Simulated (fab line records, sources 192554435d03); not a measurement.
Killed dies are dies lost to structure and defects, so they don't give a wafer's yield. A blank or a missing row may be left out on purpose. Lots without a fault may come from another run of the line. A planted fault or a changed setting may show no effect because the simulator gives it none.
Chamber matching | flow n5_finfet | N5_BEOL_M6_ETCH_61 on rie_diel-06: 4 sister chambers
The step etches SiARC in CF4, target depth 45.5 nm, time 75.8 s. 20 wafers are shown with their chamber, then 10 later ones without.

WAFERS WITH THEIR CHAMBER
wafer  | chamber | drypump_motor_current_A (A) | showerhead_plenum_p_Torr (Torr) | oes_product_au (a.u.)
L074.1 | 2       | 5.3                         | 2.12                            | 0.63
L074.4 | 0       | 4.8                         | 2.06                            | 0.65
L074.6 | 2       | 5.3                         | 2.12                            | 0.63
L076.2 | 0       | 4.8                         | 2.06                            | 0.64
L076.3 | 2       | 5.3                         | 2.12                            | 0.63
L076.4 | 1       | 5.6                         | 2.13                            | 0.63
L077.2 | 2       | 5.3                         | 2.12                            | 0.63
L077.3 | 0       | 4.8                         | 2.06                            | 0.64
L077.5 | 3       | 4.9                         | 2.28                            | 0.84
L084.1 | 3       | 4.8                         | 2.27                            | 0.81
L084.2 | 1       | 5.6                         | 2.13                            | 0.62
L084.4 | 2       | 5.3                         | 2.11                            | 0.62
L087.2 | 2       | 5.3                         | 2.11                            | 0.61
L087.4 | 2       | 5.3                         | 2.11                            | 0.61
L087.5 | 1       | 5.6                         | 2.13                            | 0.61
L088.3 | 1       | 5.6                         | 2.13                            | 0.61
L088.4 | 0       | 4.8                         | 2.05                            | 0.63
L088.5 | 1       | 5.6                         | 2.13                            | 0.61
L089.1 | 2       | 5.3                         | 2.11                            | 0.61
L089.2 | 0       | 4.8                         | 2.05                            | 0.63

SIGNATURES (means of the wafers above)
reading                  | chamber 0 | chamber 1 | chamber 2 | chamber 3 | scatter within a chamber
drypump_motor_current_A  | 4.800     | 5.600     | 5.300     | 4.850     | 0.0177
showerhead_plenum_p_Torr | 2.0560    | 2.1300    | 2.1150    | 2.2750    | 0.00481
oes_product_au           | 0.6380    | 0.6160    | 0.6212    | 0.8250    | 0.0104
Rule: a wafer's distance from a chamber is the root of the sum, over the readings, of the square of ((its reading less the chamber's mean) divided by the reading's scatter). The wafer belongs to the nearest chamber; if the next one is less than 2 further off, it can't be placed. The scatter: the root of (the sum of the squares of (reading less its chamber's mean) over the shown wafers, divided by (wafers less chambers)).

WAFERS WITHOUT THEIR CHAMBER
wafer  | drypump_motor_current_A (A) | showerhead_plenum_p_Torr (Torr) | oes_product_au (a.u.)
L089.6 | 4.9                         | 2.27                            | 0.78
L091.3 | 4.8                         | 2.05                            | 0.62
L091.4 | 5.6                         | 2.12                            | 0.61
L091.5 | 4.8                         | 2.27                            | 0.78
L093.3 | 5.3                         | 2.11                            | 0.60
L093.4 | 4.9                         | 2.26                            | 0.76
L093.6 | 4.8                         | 2.05                            | 0.62
L095.1 | 4.8                         | 2.26                            | 0.76
L095.4 | 4.8                         | 2.05                            | 0.61
L095.6 | 5.6                         | 2.12                            | 0.60

WHICH CHAMBER EACH WENT THROUGH
wafer  | from the rows above | in truth
L089.6 | 3                   | 3
L091.3 | 0                   | 0
L091.4 | 1                   | 1
L091.5 | 3                   | 3
L093.3 | 2                   | 2
L093.4 | 3                   | 3
L093.6 | 0                   | 0
L095.1 | 3                   | 3
L095.4 | 0                   | 0
L095.6 | 1                   | 1
Placed correctly: 10 of 10. Can't be placed from these rows: 0. Placed wrongly: 0.
